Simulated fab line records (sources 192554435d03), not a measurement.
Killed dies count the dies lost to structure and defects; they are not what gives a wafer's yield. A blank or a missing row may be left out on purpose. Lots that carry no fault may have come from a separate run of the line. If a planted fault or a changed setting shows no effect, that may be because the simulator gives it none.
A struck lot beside a sound one || flow n5Finfet || 36 steps out of a route of 1938
Sound: these wafers, L267.2, L267.3, L267.6. Struck: wafer L261.6 (left out: L261.3, a lot-mate that was not struck); the cause follows at the end.
Each step with rows lists, per side, the tool, then ch with its chambers, then its first start. Under that, the readings that differ: sound wafers || struck wafers || difference of the means || sigmas: that difference in standard deviations of wafers without a fault.
alike: same words and numbers on both sides, and readings whose means sit less than 2 such deviations apart. not compared: any withheld reading, any reading some wafer has no value for, any bound like >300 that may hide the same value, and any number with overlapping values for which the record gives no deviation.
The two part at a step that has a row with sigmas, a row that says differs or no value, or rows on one side only. Numbers that don't overlap but have no deviation are shown without sigmas and don't part them. Lack of a reading on every wafer of one side parts them only where that side has two or more wafers.

first, 8 steps without rows for these wafers: N5_BEOL_M8_SPUTTER_48 (material Cu, target thk 10 nm, time 1.667 s); N5_BEOL_M8_ECD_50 (material Cu, target thk 300 nm); N5_BEOL_M8_ANNEAL_51 (time 90 s); N5_BEOL_M8_CMP_52 (polishes, stops on SiCOH lowk, t overpolish 6.9 s, target thk 80 nm); N5_BEOL_M8_PRE_CLEAN_55 (time 15 s); N5_BEOL_M8_DEP_56 (deposits SiCN from 3MS/NH3, target thk 10 nm, time 17.5 s); N5_BEOL_M9_ILD_DEP_00 (deposits SiCOH lowk from DEMS/porogen, target thk 308.51 nm, time 58 s); N5_BEOL_M9_CURE_71 (cures SiCOH lowk, time 240 s).
N5_BEOL_M9_PECVD_70: deposits SiO2 from TEOS/O2, target thk 20 nm, time 22.7 s.
  sound on pecvd-02 ch 0,2, day 15 21:05; struck on pecvd-04 ch 0, day 13 15:51
{"reading": "model.SiO2_of_BEOL_M9_PECVD_70.thkNm (nm)", "sound": "19.8 19.6 19.8", "struck": 18.8, "difference": -0.9, "sigmas": ""}
  alike: heaterPowerW, showerheadPlenumPTorr, throttleValvePct
then, 25 steps without rows for these wafers: N5_BEOL_M9_HM_DEP_02 (deposits TiN, target thk 20 nm); N5_BEOL_M9_COAT_59 (time 60 s, resist thk 100 nm); N5_BEOL_M9_COAT_60 (time 60 s, resist thk 30 nm); N5_BEOL_M9_COAT_05 (resist thk 90 nm); N5_BEOL_M9_EBR_07; N5_BEOL_M9_SOFTBAKE_06 (time 60 s); N5_BEOL_M9_EXPOSE_08 (exposes mask M9); N5_BEOL_M9_PEB_09 (peb time 60 s); N5_BEOL_M9_DEVELOP_10 (develop time 30 s); N5_BEOL_M9_DESCUM_16 (chemistry O2, time 7.9 s); N5_BEOL_M9_ETCH_61 (etches SiARC in CF4, target depth 39 nm, time 65 s); N5_BEOL_M9_ETCH_62 (etches SOC in N2/H2, target depth 110 nm, overetch 22 nm, time 165 s); N5_BEOL_M9_STRIP_68 (strips in N2/H2); N5_BEOL_M9_STRIP_67 (strips in CF4); N5_BEOL_M9_HM_OPEN_17 (chemistry Cl2/BCl3, target TiN, target depth 20 nm, overetch 6 nm); N5_BEOL_M9_STRIP_19 (strips in O2); N5_BEOL_M9_COAT_63 (time 60 s, resist thk 60 nm); N5_BEOL_M9_COAT_64 (time 60 s, resist thk 12 nm); N5_BEOL_M9_COAT_75 (time 60 s, resist thk 5 nm); N5_BEOL_M9_COAT_22 (resist thk 30 nm); N5_BEOL_M9_EBR_24; N5_BEOL_M9_SOFTBAKE_23 (time 60 s); N5_BEOL_M9_EXPOSE_25 (exposes mask V8); N5_BEOL_M9_PEB_26 (peb time 60 s); N5_BEOL_M9_DEVELOP_27 (develop time 30 s).
N5_BEOL_M9_HM_STRIP_39: strips TiN in peroxide tin strip, target depth 25 nm, time 158 s.
  sound on wetBench-05 ch 0,1,6, day 15 23:34; struck on wetBench-02 ch 4, day 13 20:45
{"reading": "model.SiO2_of_BEOL_M9_PECVD_70.thkNm (nm)", "sound": "19.8 19.6 19.6", "struck": 18.6, "difference": -1.1, "sigmas": ""}
-- here the record skips 3 days between the struck wafers' starts before and after, leaving off in module BEOL_M9 and picking up in module PASSIVATION (first step shown: number 1936 of the route) --
N5_PASSIVATION_PROBE_49:
  only the struck wafers here have rows in the record (prober-02, day 16 16:49); the sound ones have none

== WHERE THEY PART ==
N5_PASSIVATION_PROBE_49 only, going by this record.

WHY: what had been put in by the simulator
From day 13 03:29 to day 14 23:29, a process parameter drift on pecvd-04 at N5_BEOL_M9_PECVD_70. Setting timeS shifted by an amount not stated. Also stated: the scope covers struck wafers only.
